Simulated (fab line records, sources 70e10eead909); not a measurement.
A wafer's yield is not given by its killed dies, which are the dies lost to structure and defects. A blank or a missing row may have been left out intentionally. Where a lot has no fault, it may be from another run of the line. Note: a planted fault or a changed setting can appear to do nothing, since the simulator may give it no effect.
Comparing a struck lot with a sound one || flow nand harc || 14 out of 1159 route steps
Sound: these wafers, L723.2, L723.5, L723.6. The struck wafers were L727.2, L727.3, L727.6. At the end, the cause is stated.
Per side, at each step with rows, come the tool, then ch with its chambers, and then its first start. Under that, the readings that differ: sound wafers || struck wafers || difference of the means || sigmas: that difference in standard deviations of wafers without a fault.
alike: a reading whose means differ by less than 2 such deviations, as well as words and numbers matching on both sides. not compared: withheld readings; readings where some wafer has no value; bounds like >300 that might hide an equal value; numbers whose values overlap and for which the record gives no deviation.
The two part at a step that has a row with sigmas, a row that says differs or no value, or rows on one side only. Numbers that have no deviation but don't overlap get no sigmas and don't part them. A reading that every wafer of one side lacks parts them only if that side has two wafers or more.

first, 5 steps without rows for these wafers: NHARC_A_STAIRCASE_EBR_246; NHARC_A_STAIRCASE_EXPOSE_247 (exposes mask SDS 1); NHARC_A_STAIRCASE_PEB_248 (peb time 130 s); NHARC_A_STAIRCASE_DEVELOP_249 (time 140 s); NHARC_A_STAIRCASE_HARDBAKE_251 (time 140 s).
NHARC_A_STAIRCASE_DESCUM_252: chemistry O2, time 3 s.
  sound on rie diel-04 ch 0,1,3, day 11 23:08; struck on rie diel-02 ch 1,2, day 13 17:14
  alike: chamber pressure mTorr, drypump motor current A, mfc ar sccm, oes product au, rf vpp V, showerhead plenum p Torr, throttle valve pct
  not compared: rf hours counter h
NHARC_A_STAIRCASE_ETCH_253: etches the open film in C4F8/O2, target depth 50 nm, time 20.2 s.
  sound on rie diel-04 ch 0,1,2, day 11 23:13; struck on rie diel-02 ch 0,1,2, day 13 17:20
  alike: chamber pressure mTorr, oes product au, rf vpp V
  not compared: rf hours counter h
NHARC_A_STAIRCASE_STRIP_254: strips in O2.
  sound on plasma asher-01 ch 0,1, day 11 23:29; struck on plasma asher-01 ch 0,1, day 13 18:16
  alike: drypump motor current A, heater power w
  not compared: rf hours counter h
then, 3 steps without rows for these wafers: NHARC_A_STAIRCASE_STRIP_255 (strips in SPM, time 900 s); NHARC_A_STAIRCASE_PRECLEAN_256 (cleans in SC1); NHARC_A_STAIRCASE_SRD_257.
NHARC_A_STAIRCASE_HM_DEP_456: deposits aC, target thk 1500 nm.
  sound on acl dep-01 ch 0, day 12 00:33; struck on acl dep-01 ch 0, day 14 00:50
  alike: throttle valve pct
NHARC_A_STAIRCASE_DEP_259: deposits SiON, target thk 30 nm.
  sound on pecvd-02 ch 1,2, day 12 02:38; struck on pecvd-01 ch 0,2, day 14 02:25
  alike: heater power w
-- the record jumps here: 8 days lie between the struck wafers' starts before and after (it left off in module A_STAIRCASE and takes up again in module END, whose first step shown is number 1159 of the route) --
NHARC_END_SORT_01:
  sound on prober-02 ch 0, day 19 23:47; struck on prober-01 ch 0, day 22 07:43
  alike: killed at array, killed at other, killed at periphery, killed dies, killed open, killed short

## WHERE THEY PART
Nowhere in this record.

WHY: whatever the simulator had introduced
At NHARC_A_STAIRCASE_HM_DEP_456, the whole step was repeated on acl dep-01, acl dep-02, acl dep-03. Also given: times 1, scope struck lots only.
